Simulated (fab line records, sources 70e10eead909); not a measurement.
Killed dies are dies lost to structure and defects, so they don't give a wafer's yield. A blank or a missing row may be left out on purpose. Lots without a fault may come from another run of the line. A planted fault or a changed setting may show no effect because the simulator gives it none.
fab line records | flow nand_harc
record lots=6 wafers=15 last_day=33
route steps=1302 shown A_BLC@1133 A_M0@1137
lots that met no fault: from a run of the same line without faults
start_h: hours from the record's first day to the start of the lot's first wafer shown | wait_h: hours since the lot's step before | " the same as in the row above | L1.1+2: a row that stands for several wafers | - no value, or no start given | * or withheld: withheld | < > ~ a bound
route shown NAME@n: a module of which the file shows steps, and the number in the route of the first | usual: mean/standard deviation of fault-free wafers | same: alike in all rows | chamber/n: place in a boat | sites: the reading at each site | _std_site: their standard deviation | _edge_site: outer sites' mean less inner sites' | radius_mm: how far each site lies from the wafer's centre | mask NAME#n: copy n | behind: the tool/chamber that last shaped the wafer | hold: why the lot was held/for how many hours/how that ended | device: the transistor (n, p or np) that didn't switch | end of line: the same wafers' tests at the end of the route | a step without rows: its recipe alone | killed: dies lost to structure and defects at the first sort, not the wafer's yield | map: a wafer's dies, x killed, . not, _ none there
set.NAME: the setting as run; set.NAME@STEP: as run at that earlier step | model.NAME: the simulator's own value behind a step, which no gauge read
lots at some steps of the route; a table a step, a row a wafer
services: from which hour (start_h, from the record's first day; less than 0 if before it) a tool's chamber was out of use, for how many hours, and why
## steps
# step NHARC_A_BLC_CMP_25
# recipe t_overpolish_s=30 target_thk_nm=150
# usual motor_current_A=11.9/1.3 overpolish_run_s=30.000/0.0094 pad_life_wafers=222/110 slurry_flow_ml_min=150.0/0.49 time_to_endpoint_s=30.2/2
# columns lot.wafer tool chamber start_h wait_h motor_current_A overpolish_run_s pad_life_wafers slurry_flow_ml_min time_to_endpoint_s
L610.2 cmp-01 0 513.56 0.4 13.5 30.001 216 149.5 32.9
L610.1 " 2 " " 12.5 29.988 218 150.8 32.3
L610.4 " 3 " " 12.9 30.005 219 150.5 32.8
L618.5 cmp-03 3 601.11 0.3 11.8 30.003 - 150.3 30.8
L620.6 cmp-01 1 615.38 0.2 11.0 29.996 - 150.0 30.8
L620.5 " 2 " " 12.7 29.992 - 150.7 31.5
L621.1 cmp-02 2 632.68 0.5 11.8 30.005 96 150.3 30.7
L621.2 " 0 " " 11.2 29.990 98 150.1 30.9
L621.6 " 2 " " 11.9 29.995 - 149.7 31.3
L628.4 cmp-02 2 699.48 0.3 11.7 30.002 366 149.9 30.8
L628.1 " 3 " " 12.0 30.007 367 150.3 29.0
L628.5 " 2 " " 12.3 29.999 - 149.7 28.1
L627.4 cmp-02 3 700.68 0.3 12.1 29.994 372 149.4 30.7
L627.3 " 2 " " 11.8 30.002 375 151.0 32.2
L627.5 " 3 " " 11.8 29.986 - 149.4 31.3
# step NHARC_A_BLC_SRD_27
# step NHARC_A_BLC_INSPECT_28
# usual raw_defect_count=507/120
# columns lot.wafer tool chamber start_h wait_h raw_defect_count
L610.1 defect_inspect-02 - 513.97 0.1 753
L610.2 " - " " 603
L610.4 " - " " 783
L618.5 defect_inspect-01 - 601.42 0.1 462
L620.5 defect_inspect-01 - 615.68 0.1 499
L620.6 " - " " 594
L621.1 defect_inspect-01 - 633.09 0.1 425
L621.2 " - " " 438
L621.6 " - " " 383
L628.1 defect_inspect-02 - 699.88 0.1 472
L628.4 " - " " 347
L628.5 " - " " 408
L627.3 defect_inspect-02 - 701.09 0.1 947
L627.4 " - " " 668
L627.5 " - " " 647
# step NHARC_A_M0_DEP_00
# recipe target_thk_a=1500 target_thk_nm=150 temp_c=withheld pressure_torr=5 flow_sccm=200 rf_w=600 material=SiOC
# step NHARC_A_M0_DEHYDRATE_01
# recipe temp_c=150 time_s=120
# step NHARC_A_M0_HMDS_02
# recipe time_s=30
# step NHARC_A_M0_COAT_33
# recipe temp_c=200 time_s=65
# step NHARC_A_M0_COAT_03
# recipe spin_rpm=1500 resist_thk_nm=90
# step NHARC_A_M0_SOFTBAKE_04
# recipe temp_c=105 time_s=55
# step NHARC_A_M0_EBR_05
# step NHARC_A_M0_EXPOSE_06
# recipe na=1.35 target_cd_nm=80 dose_mj=83.25 mask_id=A_M0
# step NHARC_A_M0_PEB_07
# recipe peb_temp_c=100 peb_time_s=65
# usual heater_power_total_W=156.6/0.42
# columns lot.wafer tool chamber start_h wait_h heater_power_total_W
L610.1 litho_track-04 0 514.66 0.1 156.0
L610.2 " 0 " " 156.2
L610.4 " 0 " " 157.0
L618.5 litho_track-06 0 602.23 0.0 197.0
L620.5 litho_track-06 0 616.52 0.0 197.5
L620.6 " 0 " " 157.0
L621.1 litho_track-04 0 633.78 0.1 156.7
L621.2 " 0 " " 156.0
L621.6 " 0 " " 156.9
L628.1 litho_track-01 0 700.58 0.1 156.0
L628.4 " 0 " " 156.7
L628.5 " 0 " " 156.8
L627.3 litho_track-06 0 701.91 0.0 157.1
L627.4 " 0 " " 157.1
L627.5 " 0 " " 156.1
# step NHARC_A_M0_DEVELOP_08
# recipe develop_time_s=35 dev_temp_c=23
## services
# columns tool chamber start_h hours kind
litho_track-06 - 505.00 7.0 pm
cmp-02 - 505.74 4.0 pm
cmp-02 - 509.74 - consumable_replace:conditioner
cmp-02 - 509.74 - consumable_replace:pad
litho_track-04 - 529.00 7.0 pm
cmp-03 - 530.29 4.0 pm
cmp-03 - 545.37 6.6 repair
cmp-01 - 556.02 4.0 pm
cmp-01 - 560.02 - consumable_replace:conditioner
cmp-01 - 560.02 - consumable_replace:pad
cmp-02 - 584.88 3.1 repair
cmp-02 - 603.74 4.0 pm
cmp-02 - 607.74 - consumable_replace:conditioner
cmp-02 - 607.74 - consumable_replace:pad
cmp-01 - 609.61 1.2 repair
cmp-03 - 625.03 0.8 repair
cmp-03 - 628.29 4.0 pm
cmp-01 - 654.02 4.0 pm
litho_track-01 - 656.00 7.0 pm
cmp-01 - 658.02 - consumable_replace:conditioner
cmp-03 - 663.34 1.0 repair
litho_track-06 - 680.00 7.0 pm
cmp-01 - 685.47 0.3 repair
cmp-02 - 701.74 4.0 pm
## key
first_sign step=NHARC_A_M0_PEB_07 reading=heater_power_total_W direction=up sigmas=97 usual=* struck=*
effect none on later readings
met_at NHARC_A_M0_PEB_07
struck_wafers L618.5,L620.5
later_rows_left_out L618.5,L620.5
sort_left_out L618.5,L620.5
fault kind=process_parameter_drift tool=litho_track-06 chamber=- onset_h=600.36 steps=NHARC_A_M0_PEB_07 channel=peb_time_s offset=* shape=step end_h=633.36 scope=struck_wafers_only acts_in=* stated=*
# sort_left_out: the simulated sort isn't trusted on such a fault, so these wafers' sort isn't shown, and their yield isn't known
# later_rows_left_out: the simulator's readings of these wafers behind a module that went badly wrong aren't trusted and aren't shown, but for the sort
